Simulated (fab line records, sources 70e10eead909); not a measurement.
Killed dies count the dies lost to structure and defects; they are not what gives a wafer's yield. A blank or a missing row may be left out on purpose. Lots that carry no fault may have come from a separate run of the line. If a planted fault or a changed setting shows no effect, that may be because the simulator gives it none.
Matching of chambers -- flow nand harc -- NHARC_P_M0_PRE_CLEAN_31 on pecvd-03: 3 sister chambers
The step time 12 s. 16 wafers are shown with their chamber, then 8 later ones without.

## WAFERS PAIRED WITH THEIR CHAMBERS
wafer,chamber,heater power w (W)
L076.1,0,651
L076.2,2,552
L076.6,0,644
L077.2,2,576
L077.3,0,692
L077.4,0,696
L080.1,0,629
L080.2,1,720
L080.6,1,730
L081.2,2,567
L081.3,0,665
L081.5,1,777
L088.4,2,574
L088.5,1,715
L088.6,0,705
L087.2,2,516

SIGNATURES (means of the wafers above)
reading,chamber 0,chamber 1,chamber 2,scatter within a chamber
heater power w,668.86,735.50,557.00,27.7
Rule: for each reading, subtract the chamber's mean from the wafer's reading, divide by that reading's scatter and square the result; add these up over the readings and take the root, which gives the wafer's distance from the chamber. If the next closest chamber is less than 2 further off than the closest, the wafer can't be placed; otherwise it belongs to the closest. The scatter: the root of (the sum of the squares of (reading less its chamber's mean) over the shown wafers, divided by (wafers less chambers)).

## WAFERS WITHOUT THEIR CHAMBER
wafer,heater power w (W)
L087.3,790
L087.5,766
L085.2,536
L085.3,581
L085.5,781
L089.1,609
L089.2,584
L089.3,697

## WHICH CHAMBER EACH WENT THROUGH
wafer,from the rows above,in truth
L087.3,1,1
L087.5,1,1
L085.2,2,2
L085.3,2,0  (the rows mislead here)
L085.5,1,1
L089.1,can't be placed: 2 or 0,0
L089.2,2,2
L089.3,can't be placed: 0 or 1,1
Correct placement for 5 of the 8. Cannot be placed on the basis of these rows: 2; the candidates contain the true chamber in 2. Number placed wrongly: 1.
